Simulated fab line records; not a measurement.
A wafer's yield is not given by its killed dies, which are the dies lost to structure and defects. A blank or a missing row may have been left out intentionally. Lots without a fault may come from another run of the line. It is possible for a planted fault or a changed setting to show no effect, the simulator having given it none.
fab line records	flow n5-finfet	part 1 of 2: steps 1 to 4 of 6
record lots=21	wafers=63	last-day=18
route steps=1938 shown BEOL_M0@732 BEOL_M1@754
lots with no fault: from the same line, run without faults
start-h: start of the lot's first displayed wafer, in hours after the record's first day	wait-h: hours from the lot's prior step to this one	" same as the row above	L1.1+2: several wafers, shown together as one row	- either no value or no given start	* or withheld: withheld	< > ~ a bound
route shown NAME@n: names a module that has steps shown in the file, with the first one's number in the route	usual: mean/standard deviation of fault-free wafers	same: alike in all rows	chamber/n: place in a boat	sites: the reading at each site	_std_site: their standard deviation	_edge_site: inner sites' mean taken away from outer sites' mean	radius-mm: how far each site lies from the wafer's centre	mask NAME#n: copy n	behind: the most recent tool/chamber to have shaped the wafer	hold: the reason the lot was held/the length of the hold in hours/how it ended	device: which transistor (n, p or np) failed to switch	end of line: the route-end tests of the same wafers	step lacking rows: just its recipe	killed: at the first sort, the dies lost to defects and structure; wafer yield is something else	map: dies across one wafer; x = killed, . = not, _ = none there
set.NAME: the run value of the setting; set.NAME@STEP: its run value at that earlier step	model.NAME: the simulator's own value behind a step, which no gauge read
a sample of lots followed through the steps of the route, with each step as a table and each wafer as a row
services: the hour from which a tool's chamber was out of use, counted from the record's first day as start-h (under 0 if before that day), plus the number of hours and why
## steps
# step N5_BEOL_M0_SURFACE_TREAT_137
# recipe gas=Ar	time-s=*	ion-energy-ev=*	ion-current-ma-cm2=0.5	pressure-mtorr=*	ar-flow-sccm=30
# usual throttle-valve-pct=*
lot.wafer	tool	chamber	start-h	wait-h	throttle-valve-pct
L074.1	pvd-sputter-02	-	122.79	0.1	*
L074.2	"	-	"	"	*
L074.3	"	-	"	"	*
L077.3	pvd-sputter-02	-	136.66	0.1	*
L077.4	"	-	"	"	*
L077.6	"	-	"	"	*
L075.3	pvd-sputter-01	-	139.82	0.3	*
L075.4	"	-	"	"	*
L075.6	"	-	"	"	*
L076.3	pvd-sputter-01	-	140.97	0.1	*
L076.4	"	-	"	"	*
L076.6	"	-	"	"	*
L078.2	pvd-sputter-03	-	142.10	0.1	*
L078.4	"	-	"	"	*
L078.5	"	-	"	"	*
L079.3	pvd-sputter-03	-	146.27	0.2	*
L079.4	"	-	"	"	*
L079.6	"	-	"	"	*
L080.1	pvd-sputter-02	-	155.25	0.2	*
L080.4	"	-	"	"	*
L080.6	"	-	"	"	*
L081.1	pvd-sputter-02	-	161.62	0.2	*
L081.2	"	-	"	"	*
L081.5	"	-	"	"	*
L082.1	pvd-sputter-03	-	166.18	0.5	*
L082.4	"	-	"	"	*
L082.5	"	-	"	"	*
L083.1	pvd-sputter-03	-	178.09	0.2	*
L083.2	"	-	"	"	*
L083.5	"	-	"	"	*
L085.2	pvd-sputter-02	-	191.83	0.3	*
L085.4	"	-	"	"	*
L085.6	"	-	"	"	*
L086.1	pvd-sputter-01	-	193.94	0.2	*
L086.2	"	-	"	"	*
L086.4	"	-	"	"	*
L087.1	pvd-sputter-02	-	201.90	0.2	*
L087.2	"	-	"	"	*
L087.6	"	-	"	"	*
L088.2	pvd-sputter-02	-	201.94	0.3	*
L088.5	"	-	"	"	*
L088.6	"	-	"	"	*
L090.2	pvd-sputter-03	-	216.90	0.1	*
L090.3	"	-	"	"	*
L090.4	"	-	"	"	*
L089.3	pvd-sputter-03	-	217.44	0.3	*
L089.4	"	-	"	"	*
L089.5	"	-	"	"	*
L092.2	pvd-sputter-02	-	235.63	0.2	*
L092.5	"	-	"	"	*
L092.6	"	-	"	"	*
L093.1	pvd-sputter-02	-	235.70	0.1	*
L093.2	"	-	"	"	*
L093.3	"	-	"	"	*
L095.2	pvd-sputter-01	-	242.76	0.2	*
L095.4	"	-	"	"	*
L095.5	"	-	"	"	*
L096.1	pvd-sputter-03	-	248.05	0.2	*
L096.2	"	-	"	"	*
L096.4	"	-	"	"	*
L097.4	pvd-sputter-01	-	262.93	0.2	*
L097.5	"	-	"	"	*
L097.6	"	-	"	"	*
# step N5_BEOL_M1_HM_DEP_02
# recipe material=TiN	target-thk-a=200	temp-c=25	chamber-pressure-pa=0.49996
# usual chamber-pressure-pa=0.5001/0.0011	throttle-valve-pct=29.7/0.99
lot.wafer	tool	chamber	start-h	wait-h	chamber-pressure-pa	throttle-valve-pct
L074.1	pvd-sputter-02	-	125.32	0.7	0.4996	28.7
L074.2	"	-	"	"	0.4992	30.0
L074.3	"	-	"	"	0.5002	30.1
L077.3	pvd-sputter-01	-	140.82	1.0	0.5002	31.3
L077.4	"	-	"	"	0.5005	28.9
L077.6	"	-	"	"	0.5006	30.2
L075.3	pvd-sputter-02	-	141.78	0.1	0.4979	28.5
L075.4	"	-	"	"	0.5015	29.7
L075.6	"	-	"	"	0.5014	29.6
L076.3	pvd-sputter-01	-	143.09	0.0	0.4993	28.8
L076.4	"	-	"	"	0.4981	30.4
L076.6	"	-	"	"	0.4991	31.0
L078.2	pvd-sputter-03	-	146.07	1.7	0.5005	31.3
L078.4	"	-	"	"	0.5012	29.7
L078.5	"	-	"	"	0.5012	31.2
L079.3	pvd-sputter-02	-	148.34	0.1	0.5005	30.2
L079.4	"	-	"	"	0.5021	29.7
L079.6	"	-	"	"	0.4987	30.5
L080.1	pvd-sputter-02	-	157.19	0.2	0.4989	30.3
L080.4	"	-	"	"	0.4979	30.5
L080.6	"	-	"	"	0.5001	30.2
L081.1	pvd-sputter-01	-	164.64	1.3	0.5024	31.4
L081.2	"	-	"	"	0.5003	30.3
L081.5	"	-	"	"	0.5025	31.4
L082.1	pvd-sputter-01	-	169.53	0.1	0.5016	30.4
L082.4	"	-	"	"	0.4982	31.4
L082.5	"	-	"	"	0.5007	30.3
L083.1	pvd-sputter-01	-	181.03	0.8	0.4997	28.7
L083.2	"	-	"	"	0.4998	31.2
L083.5	"	-	"	"	0.5016	31.1
L085.2	pvd-sputter-01	-	196.34	2.7	0.5006	31.5
L085.4	"	-	"	"	0.5002	30.1
L085.6	"	-	"	"	0.4993	28.4
L086.1	pvd-sputter-02	-	199.60	1.9	0.4992	28.7
L086.2	"	-	"	"	0.4990	30.0
L086.4	"	-	"	"	0.4995	30.4
L087.1	pvd-sputter-02	-	206.93	1.6	0.4979	30.0
L087.2	"	-	"	"	0.5010	29.7
L087.6	"	-	"	"	0.5004	30.4
L088.2	pvd-sputter-02	-	207.03	1.7	0.5012	29.6
L088.5	"	-	"	"	0.5004	30.2
L088.6	"	-	"	"	0.4995	29.3
L090.2	pvd-sputter-02	-	218.71	0.1	0.5007	29.7
L090.3	"	-	"	"	0.5019	28.9
L090.4	"	-	"	"	0.5007	30.3
L089.3	pvd-sputter-02	-	221.08	1.5	0.4997	30.2
L089.4	"	-	"	"	0.5005	28.9
L089.5	"	-	"	"	0.5009	30.0
L092.2	pvd-sputter-03	-	237.57	0.2	0.5009	30.0
L092.5	"	-	"	"	0.4999	29.1
L092.6	"	-	"	"	0.4993	31.0
L093.1	pvd-sputter-03	-	237.75	0.3	0.5006	31.2
L093.2	"	-	"	"	0.4986	27.7
L093.3	"	-	"	"	0.5004	29.6
L095.2	pvd-sputter-01	-	246.06	0.5	0.4986	31.4
L095.4	"	-	"	"	0.4994	28.5
L095.5	"	-	"	"	0.4993	28.8
L096.1	pvd-sputter-01	-	251.75	1.6	0.4995	29.9
L096.2	"	-	"	"	0.4991	28.1
L096.4	"	-	"	"	0.5008	29.0
L097.4	pvd-sputter-01	-	266.29	0.7	0.4994	31.4
L097.5	"	-	"	"	0.4993	28.8
L097.6	"	-	"	"	0.5009	31.4
# step N5_BEOL_M1_ETCH_74
# recipe chemistry=N2/H2	target=underlayer	target-depth-a=65	mask-material=CAR-EUV	time-s=5.2	ion-energy-ev=200	pressure-mtorr=30	source-w=840	bias-w=150	n2-flow-sccm=200	h2-flow-sccm=200	ends=cleared
# usual drypump-motor-current-A=5.6/0.38	etch-rf-on-time-s=5.18/0.096	oes-product-au=0.66/0.063	rf-vpp-V=524.3/2.9	showerhead-plenum-p-Torr=2.56/0.1	throttle-valve-pct=17.8/0.35
lot.wafer	tool	chamber	start-h	wait-h	drypump-motor-current-A	etch-rf-on-time-s	oes-product-au	rf-hours-counter-h	rf-vpp-V	showerhead-plenum-p-Torr	throttle-valve-pct
L074.1	rie-diel-01	0	125.87	0.0	5.2	5.21	0.62	159	528.7	2.65	18.0
L074.2	"	3	"	"	6.3	5.19	0.78	31	522.6	2.48	17.5
L074.3	"	2	"	"	6.1	5.08	0.60	202	519.5	2.41	17.9
L077.3	rie-diel-03	3	141.51	0.0	5.9	5.06	0.60	228	526.4	2.65	18.6
L077.4	"	2	"	"	5.2	5.17	0.65	-	521.7	2.45	17.5
L077.6	"	3	"	"	5.8	5.03	0.60	-	525.8	2.65	18.6
L075.3	rie-diel-03	2	142.37	0.0	5.2	5.12	0.65	155	520.2	2.45	17.5
L075.4	"	2	"	"	5.2	5.09	0.65	-	521.3	2.45	17.5
L075.6	"	0	"	"	5.2	5.10	0.73	-	527.0	2.70	17.5
L076.3	rie-diel-01	3	143.76	0.0	6.3	5.16	0.78	37	523.3	2.48	17.5
L076.4	"	2	"	"	6.1	5.14	0.61	207	518.1	2.41	17.9
L076.6	"	2	"	"	6.1	5.11	0.62	-	522.3	2.41	17.9
L078.2	rie-diel-03	0	146.63	0.0	5.3	5.20	0.71	56	529.1	2.70	17.5
L078.4	"	2	"	"	5.2	5.20	0.64	-	520.6	2.45	17.5
L078.5	"	0	"	"	5.2	5.16	0.72	-	529.6	2.70	17.5
L079.3	rie-diel-01	0	148.88	0.0	5.2	5.35	0.61	166	529.1	2.65	18.0
L079.4	"	3	"	"	6.3	5.15	0.76	38	522.7	2.48	17.5
L079.6	"	2	"	"	6.1	5.10	0.61	-	521.2	2.41	17.9
L080.1	rie-diel-06	2	158.02	0.0	5.3	5.32	0.61	201	523.4	2.53	18.2
L080.4	"	1	"	"	5.9	5.16	0.75	35	524.2	2.58	17.3
L080.6	"	3	"	"	5.3	5.09	0.74	-	527.5	2.67	17.8
L081.1	rie-diel-01	3	165.31	0.0	6.2	5.08	0.77	42	523.6	2.48	17.5
L081.2	"	0	"	"	5.2	5.26	0.62	170	525.9	2.65	18.0
L081.5	"	1	"	"	5.8	5.09	0.62	-	523.8	2.52	17.6
L082.1	rie-diel-03	0	170.08	0.0	5.3	5.15	0.70	63	527.4	2.70	17.5
L082.4	"	2	"	"	5.2	5.26	0.64	163	520.1	2.45	17.5
L082.5	"	0	"	"	5.3	5.13	0.71	-	527.6	2.70	17.6
L083.1	rie-diel-03	3	181.70	0.0	5.9	5.06	0.60	240	527.5	2.64	18.6
L083.2	"	1	"	"	6.0	5.41	0.68	85	527.2	2.68	17.4
L083.5	"	2	"	"	5.2	5.18	0.64	-	519.0	2.45	17.6
L085.2	rie-diel-06	2	196.88	0.0	5.2	5.28	0.61	212	524.9	2.52	18.2
L085.4	"	0	"	"	5.8	5.30	0.77	41	523.1	2.47	17.6
L085.6	"	2	"	"	5.2	5.25	0.60	-	525.6	2.52	18.2
L086.1	rie-diel-03	1	200.16	0.0	6.0	5.42	0.67	90	528.5	2.68	17.4
L086.2	"	3	"	"	5.9	5.14	0.58	244	525.1	2.64	18.6
L086.4	"	1	"	"	6.0	5.39	0.66	-	527.6	2.68	17.4
L087.1	rie-diel-03	0	207.76	0.0	5.3	5.24	0.70	70	527.5	2.70	17.5
L087.2	"	3	"	"	5.9	5.18	0.59	246	526.2	2.64	18.6
L087.6	"	1	"	"	6.0	5.44	0.68	-	530.9	2.68	17.4
L088.2	rie-diel-01	0	207.79	0.0	5.2	5.27	0.61	182	526.2	2.64	18.0
L088.5	"	1	"	"	5.9	5.05	0.62	-	523.2	2.52	17.7
L088.6	"	2	"	"	6.1	5.09	0.61	-	522.9	2.40	18.0
L090.2	rie-diel-06	3	219.38	0.0	5.3	5.16	0.71	75	528.0	2.67	17.8
L090.3	"	2	"	"	5.2	5.24	0.59	220	524.4	2.52	18.2
L090.4	"	1	"	"	5.9	5.11	0.74	50	523.7	2.57	17.3
L089.3	rie-diel-06	0	221.75	0.0	5.8	5.31	0.74	50	523.2	2.47	17.7
L089.4	"	2	"	"	5.2	5.30	0.59	220	523.9	2.52	18.2
L089.5	"	2	"	"	5.2	5.28	0.59	-	522.8	2.52	18.2
L092.2	rie-diel-06	0	238.24	0.0	5.8	5.21	0.74	56	521.9	2.46	17.7
L092.5	"	2	"	"	5.2	5.17	0.60	-	523.2	2.52	18.2
L092.6	"	1	"	"	5.9	5.11	0.73	-	526.5	2.57	17.3
L093.1	rie-diel-06	0	238.51	0.0	5.8	5.34	0.73	56	521.1	2.46	17.7
L093.2	"	1	"	"	5.9	5.15	0.73	57	525.8	2.57	17.3
L093.3	"	2	"	"	5.2	5.20	0.61	227	524.2	2.52	18.2
L095.2	rie-diel-01	0	246.61	0.0	5.2	5.28	0.59	194	527.9	2.64	18.0
L095.4	"	1	"	"	5.8	5.16	0.61	215	522.3	2.51	17.7
L095.5	"	2	"	"	6.1	5.11	0.59	-	520.3	2.40	18.0
L096.1	rie-diel-03	3	252.42	0.0	5.9	5.01	0.84	1	526.4	2.63	18.2
L096.2	"	1	"	"	6.0	5.34	0.66	104	527.5	2.67	17.4
L096.4	"	0	"	"	5.2	5.17	0.69	82	527.7	2.69	17.6
L097.4	rie-diel-06	1	266.83	0.0	5.9	5.15	0.71	65	525.8	2.57	17.3
L097.5	"	2	"	"	5.2	5.20	0.59	-	522.0	2.51	18.2
L097.6	"	3	"	"	5.3	5.11	0.70	-	528.3	2.66	17.8
# step N5_BEOL_M1_STRIP_19
# recipe chemistry=O2	power-w=400	temp-c=40	pressure-mtorr=30	rf-frequency-hz=6e+07	bias-power-w=0	overash-fraction=0.2	o2-flow-sccm=225
# usual drypump-motor-current-A=5.7/0.38	oes-product-au=0.78/0.079	rf-vpp-V=3.6/0.5	showerhead-plenum-p-Torr=2.10/0.078	temp-c=40.01/0.11	throttle-valve-pct=16.55/0.27
lot.wafer	tool	chamber	start-h	wait-h	drypump-motor-current-A	oes-product-au	rf-hours-counter-h	rf-vpp-V	showerhead-plenum-p-Torr	temp-c	throttle-valve-pct
L074.1	rie-diel-01	2	126.19	0.1	6.1	0.72	202	3.3	2.01	39.99	16.87
L074.2	"	1	"	"	5.8	0.72	179	3.4	2.09	40.19	16.53
L074.3	"	3	"	"	6.2	0.91	31	3.9	2.05	39.82	16.31
L077.3	rie-diel-06	1	141.84	0.1	5.9	0.89	31	3.7	2.11	40.01	16.03
L077.4	"	3	"	"	5.3	0.85	53	3.8	2.22	39.95	16.62
L077.6	"	3	"	"	5.3	0.86	-	3.8	2.22	40.13	16.61
L075.3	rie-diel-03	3	142.70	0.1	5.9	0.71	228	3.6	2.15	40.04	17.05
L075.4	"	2	"	"	5.2	0.76	-	4.3	1.99	39.94	16.23
L075.6	"	0	"	"	5.2	0.85	-	2.6	2.23	39.95	16.30
L076.3	rie-diel-06	0	144.09	0.1	5.8	0.93	28	3.6	2.05	39.84	16.62
L076.4	"	3	"	"	5.3	0.86	54	3.6	2.22	40.01	16.62
L076.6	"	0	"	"	5.8	0.92	-	4.6	2.05	40.06	16.60
L078.2	rie-diel-01	3	146.96	0.1	6.3	0.91	38	3.8	2.04	40.12	16.35
L078.4	"	0	"	"	5.2	0.72	165	3.0	2.16	39.94	16.63
L078.5	"	3	"	"	6.3	0.91	-	3.4	2.04	39.92	16.35
L079.3	rie-diel-01	3	149.21	0.1	6.2	0.91	38	3.8	2.04	40.33	16.34
L079.4	"	1	"	"	5.9	0.71	185	3.4	2.08	39.89	16.54
L079.6	"	1	"	"	5.8	0.72	-	3.3	2.08	40.20	16.54
L080.1	rie-diel-01	0	158.34	0.1	5.2	0.73	169	3.2	2.16	40.19	16.63
L080.4	"	3	"	"	6.2	0.91	41	3.8	2.04	39.81	16.34
L080.6	"	1	"	"	5.8	0.72	-	3.4	2.08	39.94	16.53
L081.1	rie-diel-01	1	165.64	0.1	5.8	0.72	190	3.7	2.08	40.18	16.54
L081.2	"	0	"	"	5.2	0.73	170	3.7	2.16	40.13	16.64
L081.5	"	1	"	"	5.8	0.72	-	4.1	2.08	40.19	16.53
L082.1	rie-diel-03	3	170.40	0.1	5.8	0.69	237	3.6	2.15	40.06	17.07
L082.4	"	2	"	"	5.2	0.76	163	3.9	1.99	39.85	16.24
L082.5	"	0	"	"	5.2	0.84	-	2.8	2.23	39.95	16.33
L083.1	rie-diel-01	0	182.03	0.1	5.2	0.71	175	3.5	2.15	40.06	16.66
L083.2	"	2	"	"	6.1	0.70	218	3.4	2.01	39.98	16.89
L083.5	"	2	"	"	6.1	0.70	-	3.1	2.01	39.95	16.90
L085.2	rie-diel-03	1	197.21	0.1	6.0	0.79	90	3.5	2.20	40.02	16.20
L085.4	"	1	"	"	6.0	0.80	-	4.5	2.20	40.08	16.20
L085.6	"	3	"	"	5.9	0.69	-	3.8	2.15	40.10	17.07
L086.1	rie-diel-06	0	200.49	0.1	5.8	0.90	43	4.3	2.04	39.97	16.63
L086.2	"	3	"	"	5.3	0.83	69	3.5	2.21	40.10	16.64
L086.4	"	2	"	"	5.2	0.70	214	3.2	2.06	40.04	16.91
L087.1	rie-diel-06	3	208.09	0.1	5.3	0.83	71	3.0	2.21	39.86	16.66
L087.2	"	0	"	"	5.7	0.89	46	3.8	2.04	40.02	16.63
L087.6	"	2	"	"	5.2	0.70	-	2.8	2.06	39.94	16.91
L088.2	rie-diel-01	3	208.11	0.1	6.2	0.87	56	4.6	2.04	40.10	16.38
L088.5	"	2	"	"	6.1	0.70	-	2.8	2.00	39.85	16.91
L088.6	"	1	"	"	5.8	0.70	-	3.1	2.08	40.06	16.57
L090.2	rie-diel-01	3	219.71	0.1	6.2	0.87	58	4.0	2.04	40.07	16.36
L090.3	"	0	"	"	5.2	0.71	185	4.0	2.15	40.02	16.68
L090.4	"	1	"	"	5.8	0.69	205	3.0	2.08	40.09	16.57
L089.3	rie-diel-01	3	222.30	0.3	6.2	0.87	59	2.9	2.04	40.18	16.39
L089.4	"	2	"	"	6.1	0.69	230	3.2	2.00	40.04	16.93
L089.5	"	3	"	"	6.2	0.87	-	3.5	2.04	40.08	16.38
L092.2	rie-diel-03	1	238.57	0.1	6.0	0.79	99	3.5	2.20	40.18	16.23
L092.5	"	0	"	"	5.2	0.82	-	2.5	2.22	39.97	16.34
L092.6	"	2	"	"	5.2	0.74	-	3.5	1.99	39.98	16.28
L093.1	rie-diel-06	3	238.83	0.1	5.3	0.82	82	3.4	2.21	39.98	16.66
L093.2	"	0	"	"	5.8	0.88	56	3.9	2.04	40.00	16.67
L093.3	"	1	"	"	5.9	0.85	57	4.7	2.11	40.16	16.07
L095.2	rie-diel-06	1	246.93	0.1	5.9	0.84	59	3.7	2.11	39.87	16.08
L095.4	"	2	"	"	5.2	0.70	230	2.6	2.06	39.92	16.94
L095.5	"	3	"	"	5.3	0.81	-	3.0	2.21	40.02	16.68
L096.1	rie-diel-06	0	252.75	0.1	5.8	0.88	60	3.9	2.04	39.99	16.67
L096.2	"	2	"	"	5.2	0.69	232	3.4	2.05	40.10	16.95
L096.4	"	1	"	"	5.9	0.84	-	3.8	2.10	40.03	16.08
L097.4	rie-diel-03	3	267.25	0.1	5.8	0.95	6	3.4	2.14	39.90	16.62
L097.5	"	1	"	"	6.0	0.79	-	3.3	2.19	40.17	16.25
L097.6	"	2	"	"	5.2	0.74	-	3.6	1.98	40.07	16.30
